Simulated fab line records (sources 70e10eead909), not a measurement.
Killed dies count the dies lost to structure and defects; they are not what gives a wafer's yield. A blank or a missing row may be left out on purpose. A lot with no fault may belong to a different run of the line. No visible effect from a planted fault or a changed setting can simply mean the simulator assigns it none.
fab line records    flow nand_harc
record lots=6  wafers=18  last_day=33
route steps=1302 shown A_STAIRCASE@657 END@1302
lots that met no fault: taken from a fault-free run of the same line
start_h: hours from the record's opening day to when the first of the lot's shown wafers began    wait_h: hours elapsed since this lot's preceding step    " same as the row above    L1.1+2: one row covering several wafers at once    - no value, or no start was given    * or withheld: withheld    < > ~ a bound
route shown NAME@n: names a module that has steps shown in the file, with the first one's number in the route    usual: mean and standard deviation over wafers with no fault    same: alike in all rows    chamber/n: place in a boat    sites: the reading at each site    _std_site: their standard deviation    _edge_site: mean of outer sites minus mean of inner sites    radius_mm: for every site, how far away it sits from the centre of the wafer    mask NAME#n: copy n    behind: tool/chamber where the wafer was last shaped    hold: reason for holding the lot/hours on hold/outcome of the hold    device: names the non-switching transistor (n, p or np)    end of line: the tests these same wafers got at the end of their route    step lacking rows: just its recipe    killed: dies lost to structure and defects at the first sort, not the wafer's yield    map: shows each die of a wafer: x if killed, . if not, _ if none is there
set.NAME: setting as actually run; set.NAME@STEP: the setting as run at that earlier step    model.NAME: the simulator's own value behind a step, which no gauge read
lots at selected steps of the route; one table per step, one row per wafer
services: from which hour (start_h, from the record's first day; less than 0 if before it) a tool's chamber was out of use, for how many hours, and why
## steps
# step NHARC_A_STAIRCASE_DEHYDRATE_01
# recipe temp_c=150  time_s=120
# step NHARC_A_STAIRCASE_HMDS_02
# recipe time_s=30
# step NHARC_A_STAIRCASE_COAT_03
# recipe spin_rpm=1200
# step NHARC_A_STAIRCASE_SOFTBAKE_04
# recipe temp_c=135  time_s=170
# step NHARC_A_STAIRCASE_EBR_05
# step NHARC_A_STAIRCASE_EXPOSE_06
# recipe na=0.5  dose_mj=25.43  mask_id=STAIR
# step NHARC_A_STAIRCASE_PEB_07
# recipe peb_temp_c=115  peb_time_s=130
# step NHARC_A_STAIRCASE_DEVELOP_08
# recipe time_s=140
# step NHARC_A_STAIRCASE_HARDBAKE_10
# recipe temp_c=120  time_s=140
# step NHARC_A_STAIRCASE_DESCUM_11
# recipe time_s=3  o2_flow_sccm=200  ar_flow_sccm=0  bias_power_w=0  chemistry=O2
# usual drypump_motor_current_A=5.6/0.45  oes_product_au=0.996/0.011  rf_vpp_V=57.8/0.96  showerhead_plenum_p_Torr=1.92/0.064  throttle_valve_pct=11.310/0.0091
lot.wafer  tool         chamber  start_h  wait_h  drypump_motor_current_A  oes_product_au  rf_hours_counter_h  rf_vpp_V  showerhead_plenum_p_Torr  throttle_valve_pct
L293.4     rie_diel-06  1        401.34   -       5.7                      1.017           32                  57.4      1.89                      11.311
L293.3     "            2        "        "       6.6                      0.982           32                  56.6      1.87                      11.312
L293.2     "            0        "        "       5.5                      0.990           33                  57.9      2.03                      11.326
L295.2     rie_diel-08  2        428.42   -       5.4                      1.006           14                  57.2      1.90                      11.307
L295.4     "            0        "        "       5.2                      0.995           13                  57.2      1.91                      11.315
L295.5     "            1        "        "       5.7                      1.013           -                   58.9      1.94                      11.310
L302.3     rie_diel-08  0        495.16   -       5.2                      0.990           38                  56.9      1.90                      11.300
L302.5     "            0        "        "       5.2                      1.001           -                   57.8      1.90                      11.285
L302.6     "            1        "        "       5.7                      1.008           -                   57.2      1.93                      11.321
L303.3     rie_diel-08  3        510.89   -       5.5                      0.988           -                   57.4      1.79                      11.305
L303.5     "            2        "        "       5.4                      1.023           -                   57.3      1.89                      11.316
L303.6     "            3        "        "       5.5                      0.989           -                   56.4      1.79                      11.305
L305.2     rie_diel-06  0        535.10   -       5.5                      0.991           12                  59.2      2.01                      11.304
L305.4     "            1        "        "       5.7                      1.014           15                  57.0      1.88                      11.320
L305.5     "            0        "        "       5.5                      1.000           -                   58.1      2.01                      11.318
L310.1     rie_diel-07  2        577.75   -       5.2                      0.993           30                  57.9      1.97                      11.320
L310.2     "            3        "        "       5.2                      0.987           29                  57.2      1.87                      11.319
L310.6     "            1        "        "       5.0                      0.992           -                   56.6      1.95                      11.310
# step NHARC_A_STAIRCASE_TRIM_12
# recipe time_s=211.2  o2_flow_sccm=500  ar_flow_sccm=0  bias_w=0  chemistry=O2
# usual drypump_motor_current_A=5.6/0.44  oes_product_au=0.996/0.011  rf_vpp_V=57.9/0.87  showerhead_plenum_p_Torr=3.55/0.11  throttle_valve_pct=17.035/0.0094
# same bias_w=0
lot.wafer  tool         chamber  start_h  wait_h  drypump_motor_current_A  oes_product_au  rf_hours_counter_h  rf_vpp_V  showerhead_plenum_p_Torr  throttle_valve_pct
L293.3     rie_diel-06  2        401.46   0.1     6.7                      0.994           32                  57.5      3.45                      17.043
L293.2     "            3        "        "       5.9                      0.989           35                  57.6      3.49                      17.029
L293.4     "            0        "        "       5.5                      0.995           33                  58.2      3.72                      17.034
L295.2     rie_diel-08  2        428.51   0.1     5.4                      1.014           14                  57.5      3.50                      17.022
L295.4     "            0        "        "       5.2                      1.010           13                  57.4      3.53                      17.023
L295.5     "            1        "        "       5.8                      1.013           -                   57.8      3.58                      17.024
L302.3     rie_diel-08  1        495.29   0.1     5.7                      1.011           43                  57.3      3.57                      17.036
L302.5     "            2        "        "       5.5                      1.011           -                   56.6      3.48                      17.040
L302.6     "            3        "        "       5.6                      0.990           -                   56.6      3.31                      17.051
L303.3     rie_diel-08  3        511.10   0.2     5.6                      0.992           49                  58.5      3.31                      17.023
L303.6     "            0        "        "       5.2                      0.992           -                   58.3      3.51                      17.028
L303.5     "            3        "        "       5.5                      0.995           -                   56.6      3.31                      17.056
L305.2     rie_diel-06  3        535.20   0.1     5.9                      0.995           13                  57.5      3.47                      17.023
L305.4     "            0        "        "       5.5                      0.995           12                  59.0      3.70                      17.046
L305.5     "            2        "        "       6.6                      1.004           -                   58.0      3.43                      17.047
L310.2     rie_diel-07  1        578.38   0.6     5.0                      0.986           32                  57.4      3.59                      17.033
L310.1     "            3        "        "       5.3                      1.002           29                  57.2      3.45                      17.040
L310.6     "            0        "        "       6.2                      0.983           -                   58.9      3.70                      17.017
# step NHARC_A_STAIRCASE_ETCH_13
# recipe target_depth_a=1000  time_s=40.5  ion_energy_ev=400  c4f8_flow_sccm=20  o2_flow_sccm=10  ar_flow_sccm=withheld  rf_w=600  bias_w=1000  chemistry=C4F8/O2
# usual bias_w=999/3.1  oes_product_au=0.937/0.016  rf_vpp_V=897/4.2  run_length_s=61.9/0.54
lot.wafer  tool         chamber  start_h  wait_h  bias_w  oes_product_au  rf_hours_counter_h  rf_vpp_V  run_length_s
L293.4     rie_diel-06  3        401.61   -       1004    0.930           35                  896       61.7
L293.2     "            0        "        "       1002    0.935           33                  903       61.2
L293.3     "            1        "        "       992     0.942           32                  896       61.3
L295.4     rie_diel-08  3        428.65   -       995     0.952           21                  889       60.8
L295.2     "            0        "        "       1000    0.972           13                  896       61.9
L295.5     "            3        "        "       994     0.955           -                   889       60.8
L302.3     rie_diel-08  3        495.40   -       997     0.944           45                  887       71.3
L302.6     "            3        "        "       1004    0.953           -                   889       71.4
L302.5     "            0        "        "       1003    0.955           -                   896       71.6
L303.3     rie_diel-08  2        511.25   -       996     0.935           43                  896       71.9
L303.6     "            0        "        "       998     0.940           -                   896       71.6
L303.5     "            2        "        "       997     0.935           -                   894       72.0
L305.4     rie_diel-06  0        535.35   -       1003    0.947           12                  902       61.6
L305.2     "            1        "        "       998     0.961           15                  894       61.3
L305.5     "            2        "        "       1002    0.945           -                   893       62.1
L310.2     rie_diel-07  0        578.71   -       1000    0.911           31                  901       62.7
L310.1     "            1        "        "       994     0.916           32                  898       62.4
L310.6     "            2        "        "       1002    0.921           -                   900       62.7
# step NHARC_A_STAIRCASE_TRIM_14
# recipe time_s=211.2  o2_flow_sccm=500  ar_flow_sccm=0  bias_w=0  chemistry=O2
# usual drypump_motor_current_A=5.6/0.43  oes_product_au=0.997/0.011  rf_vpp_V=57.8/0.87  showerhead_plenum_p_Torr=3.55/0.11  throttle_valve_pct=17.038/0.01
# same bias_w=0
lot.wafer  tool         chamber  start_h  wait_h  drypump_motor_current_A  oes_product_au  rf_hours_counter_h  rf_vpp_V  showerhead_plenum_p_Torr  throttle_valve_pct
L293.2     rie_diel-06  3        -        -       5.9                      0.988           35                  56.7      3.49                      17.020
L293.3     "            0        "        "       5.5                      0.989           34                  58.6      3.72                      17.045
L293.4     "            2        "        "       6.6                      0.990           32                  56.9      3.44                      17.030
L295.4     rie_diel-08  0        -        -       5.2                      1.002           13                  58.9      3.53                      17.042
L295.2     "            1        "        "       5.8                      1.026           17                  57.0      3.58                      17.035
L295.5     "            3        "        "       5.5                      0.989           -                   58.0      3.33                      17.034
L302.3     rie_diel-08  3        -        -       5.5                      0.997           45                  56.9      3.31                      17.045
L302.6     "            2        "        "       5.4                      1.008           -                   57.6      3.48                      17.035
L302.5     "            3        "        "       5.5                      0.987           -                   57.5      3.31                      17.030
L303.3     rie_diel-08  2        -        -       5.4                      1.012           43                  56.4      3.48                      17.029
L303.6     "            2        "        "       5.4                      1.011           -                   56.1      3.48                      17.037
L303.5     "            3        "        "       5.5                      0.989           -                   57.3      3.31                      17.011
L305.4     rie_diel-06  3        -        -       5.9                      0.992           13                  58.2      3.47                      17.050
L305.2     "            2        "        "       6.6                      0.985           17                  57.2      3.43                      17.052
L305.5     "            0        "        "       5.5                      0.990           -                   58.9      3.70                      17.035
L310.2     rie_diel-07  2        -        -       5.2                      0.995           31                  58.1      3.62                      17.031
L310.1     "            0        "        "       6.2                      0.997           31                  58.1      3.70                      17.050
L310.6     "            2        "        "       5.3                      0.994           -                   58.8      3.62                      17.018
# step NHARC_END_SORT_01
# recipe temp_c=25
# usual killed_at_array=58/20  killed_at_other=1.0/1.2  killed_at_periphery=4.1/3  killed_dies=63/20  killed_open=3.2/1.7  killed_short=2.5/1.5
# same gross_dies=677
lot.wafer  tool       chamber  start_h  wait_h  killed_at_array  killed_at_other  killed_at_periphery  killed_dies  killed_open  killed_short
L293.2     prober-02  0        605.81   2.8     30               0                3                    33           3            2
L293.3     prober-02  0        606.61   3.1     27               0                6                    33           7            2
L293.4     prober-02  0        607.40   3.4     22               0                6                    28           3            4
L295.2     prober-01  0        633.35   2.8     73               0                4                    77           7            3
L295.4     prober-01  0        634.96   3.4     70               0                7                    77           5            4
L295.5     prober-01  0        635.77   3.7     70               0                3                    73           3            3
L302.3     prober-02  0        702.33   3.1     344              0                10                   354          1            3
L302.5     prober-02  0        703.97   3.8     360              0                11                   371          3            4
L302.6     prober-02  0        704.79   4.1     325              0                5                    330          2            2
L303.3     prober-02  0        720.22   3.1     354              2                2                    358          2            6
L303.5     prober-02  0        721.82   3.7     355              2                2                    359          3            1
L303.6     prober-02  0        722.61   4.0     327              2                2                    331          3            2
L305.2     prober-02  0        735.87   2.8     64               0                2                    66           2            1
L305.4     prober-02  0        737.48   3.4     65               0                8                    73           5            3
L305.5     prober-02  0        738.29   3.7     49               1                1                    51           2            2
L310.1     prober-02  0        786.10   2.5     48               1                0                    49           2            2
L310.2     prober-02  0        786.90   2.8     49               0                0                    49           3            2
L310.6     prober-02  0        790.11   4.0     38               1                1                    40           2            1
# killed by level:class
L293.2 A_CHANNEL_HOLE_D2:chamber_film_flake=12 A_CHANNEL_HOLE_D1:chamber_film_flake=7 A_CONTACT:chamber_film_flake=5 P_BONDPAD:chamber_film_flake=2 P_CONTACT:geometric_particle:short=1 A_ONON_D1:geometric_particle:open=1 A_CHANNEL_FILL_D2:geometric_particle:open=1 A_WL_FILL:geometric_particle:open=1
L293.3 A_CHANNEL_HOLE_D2:chamber_film_flake=11 A_CONTACT:chamber_film_flake=9 P_CONTACT:geometric_particle:open=2 P_M2:chamber_film_flake=2 P_GATE:geometric_particle:open=1 A_CHANNEL_FILL_D1:geometric_particle:open=1 A_DECK1_JOINT:geometric_particle:short=1 A_CHANNEL_FILL_D2:geometric_particle:short=1
L293.4 A_CHANNEL_HOLE_D2:chamber_film_flake=6 A_CONTACT:chamber_film_flake=4 P_M2:chamber_film_flake=2 A_CHANNEL_HOLE_D1:chamber_film_flake=2 A_STAIRCASE:chamber_film_flake=2 A_SLIT:chamber_film_flake=2 P_CONTACT:geometric_particle:open=1 P_M1:geometric_particle:open=1
L295.2 A_SLIT:chamber_film_flake=29 A_CHANNEL_HOLE_D2:chamber_film_flake=19 A_CHANNEL_HOLE_D1:chamber_film_flake=5 P_BONDPAD:chamber_film_flake=3 A_CHANNEL_FILL_D2:chamber_film_flake=3 A_WL_FILL:chamber_film_flake=3 A_BONDPAD:chamber_film_flake=3 A_M0:geometric_particle:open=2
L295.4 A_SLIT:chamber_film_flake=27 A_CHANNEL_HOLE_D2:chamber_film_flake=24 P_BONDPAD:chamber_film_flake=4 A_CHANNEL_HOLE_D1:chamber_film_flake=4 A_CHANNEL_FILL_D2:chamber_film_flake=3 A_BONDPAD:chamber_film_flake=2 P_M1:geometric_particle:open=1 A_DECK1_JOINT:geometric_particle:short=1
L295.5 A_SLIT:chamber_film_flake=29 A_CHANNEL_HOLE_D2:chamber_film_flake=24 A_CHANNEL_HOLE_D1:chamber_film_flake=6 A_ONON_D1:geometric_particle:short=1 A_CHANNEL_FILL_D1:geometric_particle:open=1 A_CHANNEL_FILL_D2:geometric_particle:open=1 A_CHANNEL_FILL_D2:geometric_particle:short=1 A_CONTACT:geometric_particle:open=1
L302.3 A_STAIRCASE:area_etch=277 A_CHANNEL_HOLE_D1:chamber_film_flake=25 A_CHANNEL_HOLE_D2:chamber_film_flake=24 P_M2:chamber_film_flake=7 A_CONTACT:chamber_film_flake=6 A_CHANNEL_FILL_D1:chamber_film_flake=4 A_SOURCE_PLATE:geometric_particle:short=1 A_DECK1_JOINT:geometric_particle:short=1
L302.5 A_STAIRCASE:area_etch=293 A_CHANNEL_HOLE_D1:chamber_film_flake=25 A_CHANNEL_HOLE_D2:chamber_film_flake=25 P_M2:chamber_film_flake=7 A_CONTACT:chamber_film_flake=7 A_SLIT:chamber_film_flake=3 A_CHANNEL_FILL_D2:chamber_film_flake=2 P_STI:geometric_particle:short=1
L302.6 A_STAIRCASE:area_etch=266 A_CHANNEL_HOLE_D2:chamber_film_flake=23 A_CHANNEL_HOLE_D1:chamber_film_flake=20 A_CONTACT:chamber_film_flake=9 A_CHANNEL_FILL_D1:chamber_film_flake=3 P_M2:chamber_film_flake=2 P_M1:geometric_particle:short=1 A_DECK1_JOINT:geometric_particle:open=1
L303.3 A_STAIRCASE:area_etch=302 A_CHANNEL_HOLE_D2:chamber_film_flake=25 A_CONTACT:chamber_film_flake=6 A_CHANNEL_HOLE_D1:chamber_film_flake=4 A_CHANNEL_FILL_D2:geometric_particle:short=3 A_SLIT:chamber_film_flake=3 A_DECK1_JOINT:chamber_film_flake=2 A_STAIRCASE:chamber_film_flake=2
L303.5 A_STAIRCASE:area_etch=306 A_CHANNEL_HOLE_D2:chamber_film_flake=21 A_CHANNEL_HOLE_D1:chamber_film_flake=10 A_CONTACT:chamber_film_flake=8 A_SLIT:chamber_film_flake=4 THIN_TSV:chamber_film_flake=2 A_ONON_D1:geometric_particle:short=1 A_CHANNEL_FILL_D2:geometric_particle:open=1
L303.6 A_STAIRCASE:area_etch=275 A_CHANNEL_HOLE_D2:chamber_film_flake=26 A_CHANNEL_HOLE_D1:chamber_film_flake=14 A_CONTACT:chamber_film_flake=6 A_SLIT:chamber_film_flake=2 THIN_TSV:chamber_film_flake=2 P_GATE:geometric_particle:open=1 A_CHANNEL_FILL_D1:geometric_particle:open=1
L305.2 A_SLIT:chamber_film_flake=31 A_CHANNEL_HOLE_D1:chamber_film_flake=16 A_CONTACT:chamber_film_flake=8 A_STAIRCASE:chamber_film_flake=3 P_GATE:chamber_film_flake=2 A_DECK1_JOINT:chamber_film_flake=2 A_ONON_D1:geometric_particle:short=1 A_CHANNEL_HOLE_D1:geometric_particle:open=1
L305.4 A_SLIT:chamber_film_flake=32 A_CHANNEL_HOLE_D1:chamber_film_flake=18 A_CONTACT:chamber_film_flake=4 P_GATE:chamber_film_flake=3 A_WL_FILL:chamber_film_flake=3 A_CHANNEL_FILL_D2:geometric_particle:open=2 P_STI:geometric_particle:open=1 P_GATE:geometric_particle:open=1
L305.5 A_SLIT:chamber_film_flake=35 A_CHANNEL_HOLE_D1:chamber_film_flake=5 A_CONTACT:chamber_film_flake=3 P_M0:geometric_particle:short=1 A_ONON_D1:geometric_particle:open=1 A_CHANNEL_HOLE_D1:geometric_particle:short=1 A_DECK1_JOINT:geometric_particle:open=1 A_DECK1_JOINT:chamber_film_flake=1
L310.1 A_SLIT:chamber_film_flake=38 A_ZERO_WELL:chamber_film_flake=2 A_CONTACT:chamber_film_flake=2 A_CHANNEL_HOLE_D1:geometric_particle:short=1 A_CHANNEL_FILL_D1:geometric_particle:open=1 A_SGD_CUT:geometric_particle:short=1 A_CONTACT:geometric_particle:open=1 A_CHANNEL_HOLE_D2:chamber_film_flake=1
L310.2 A_SLIT:chamber_film_flake=36 A_CONTACT:chamber_film_flake=6 A_CHANNEL_FILL_D1:geometric_particle:open=2 A_STAIRCASE:geometric_particle:short=1 A_WL_FILL:geometric_particle:open=1 A_M0:geometric_particle:short=1 A_ZERO_WELL:chamber_film_flake=1 A_STAIRCASE:chamber_film_flake=1
L310.6 A_SLIT:chamber_film_flake=29 A_CONTACT:chamber_film_flake=2 P_M0:geometric_particle:open=1 A_CHANNEL_FILL_D2:geometric_particle:short=1 A_SGD_CUT:geometric_particle:open=1 A_ZERO_WELL:chamber_film_flake=1 A_CHANNEL_HOLE_D1:chamber_film_flake=1 A_DECK1_JOINT:chamber_film_flake=1
# map L302.5 (x killed, . not)
____________.____________
_________.x....._________
_______..........._______
______....x.x......______
_____............x.x_____
____.......x.x..x..xx____
____......xx........x____
___.x.xxxx..x.......x.___
___.x....x..xx.x...xx.___
__......xxx.....x......__
__...x......xx.x.xx....__
_x...x.....x.x....xx.xx._
_.xxx....xx.xxx.xxx.x..._
_xxxx.x..xxx...x..x..x.._
_..x..xxx...xxxxxx.xxxx._
_..x.xx...x.x.x.xx...xxx_
xx..x.x.xxxx.xx.xxx.xx.xx
xxxxx...xx.x.x..x.xxx.xx.
xxxxxxxx..xxx..x.xxxx..x.
xxxxx.xxxx.xxx.xxxxxxxxxx
.xxx.x..x.x..xxxxxxxxx...
_xxxxx.xxxxx.x.xxxxxxx.._
_.xxx..xx..x..xxxxxx.x.x_
_xxx.x.xx..x.x...xxxxx.x_
_xx.xxxx..xx.xxxxxx.xxx._
_x..xx..x.xxxxxxxxxx...x_
__xxx..x.xx.xxx.xx.x.xx__
__...x..xxx.x.xxxxxx.x.__
___xx..xxxxxxx.x.x...x___
___xxx..x.x.xxxxxxxx.x___
____xx.xxxxxxxx..xxxx____
____x.xxxxxxxx.xx..x.____
_____xxx...x.xxx.xxx_____
______.x.xxxx.xxxxx______
_______xxxxx.xxxxx_______
_________xx..xxx_________
____________x____________
# map L303.5 (x killed, . not)
____________x____________
_________xxxxxxx_________
_______xxxxxxxxxxx_______
______xxxxxxxxxxxxx______
_____xxxxxxx.xxxxxxx_____
____xxxxxxx.x..xxxxxx____
____xxxxxxxx..x.xxxxx____
___xxxxxxx....x.xxxxxx___
___xxxxxx......x.xxxxx___
__xxxxxx.x......x..x.xx__
__xxx.xx.x....x.....xxx__
_xxxx...............xxxx_
_xxxx.xxx..x........x.xx_
_xxxx..x.............xxx_
_xxxx...x...x.......xxxx_
_xxxx.xxx.............xx_
xxxxxx.xx.x.......x..xxxx
xxxx...x.x...x........xxx
xxx.x..x........x......xx
xxx...x.x.........x...xxx
xxxx..x..xx....x.....xxxx
_xxx...x........x..x.xxx_
_xxxx...x...x...x.....xx_
_xxx..............x...xx_
_xxxx............xxx.xxx_
_xxxx...........xx...xxx_
__xxxx..........x...xxx__
__xxx...x....x.....x.xx__
___xxxx..............x___
___xxxx.........xxx.xx___
____xxxx.x.....x.x.xx____
____xxxxx.x....xxxxxx____
_____xxxxxx.x.xxxxxx_____
______xxxxxxxxxxxxx______
_______xxxxxxxxxxx_______
_________xxxxxxx_________
____________x____________
## services
tool         chamber  start_h  hours  kind
rie_diel-08  0        380.10   -      clean
rie_diel-08  1        380.10   -      clean
rie_diel-08  2        380.10   -      clean
rie_diel-08  3        380.10   -      clean
rie_diel-08  2        393.50   11.2   repair
rie_diel-08  0        393.82   3.0    repair
rie_diel-08  0        404.71   -      clean
rie_diel-08  1        404.71   -      clean
rie_diel-08  2        404.71   -      clean
rie_diel-08  3        404.71   -      clean
rie_diel-08  1        416.73   3.3    repair
rie_diel-08  0        429.21   -      clean
rie_diel-08  1        429.21   -      clean
rie_diel-08  2        429.21   -      clean
rie_diel-08  3        429.21   -      clean
rie_diel-07  1        442.29   7.0    repair
rie_diel-08  0        453.71   -      clean
rie_diel-07  -        471.29   9.0    pm
rie_diel-06  -        484.74   9.0    pm
rie_diel-08  1        507.94   34.1   repair
rie_diel-08  -        510.07   0.4    repair
rie_diel-08  -        548.92   9.0    pm
rie_diel-06  -        552.38   2.1    repair
rie_diel-06  3        573.18   5.0    repair
## key
first_sign step=NHARC_A_STAIRCASE_ETCH_13  reading=run_length_s  direction=up  sigmas=18  usual=*  struck=*
effect step=NHARC_END_SORT_01  reading=killed_dies  direction=up  sigmas=14  usual=63  struck=350
more_kills_born_at NHARC_A_STAIRCASE_ETCH_13@rie_diel-08=1719
met_at NHARC_A_STAIRCASE_ETCH_13
struck_wafers L302.3,L302.5,L302.6,L303.3,L303.5,L303.6
tester_left_out L302,L303
onset_between 428.65 495.40
fault kind=process_parameter_drift  tool=rie_diel-08  chamber=-  onset_h=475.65  steps=NHARC_A_STAIRCASE_ETCH_13  channel=time_s  offset=*  shape=step  end_h=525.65  acts_in=*  stated=*
# tester_left_out: of these lots the tester's yield and bins aren't shown, on N5 and GAA mostly nor the transistor test; their killed dies are dies lost to structure and defects alone, not to doping, threshold or leakage, so they don't give the yield
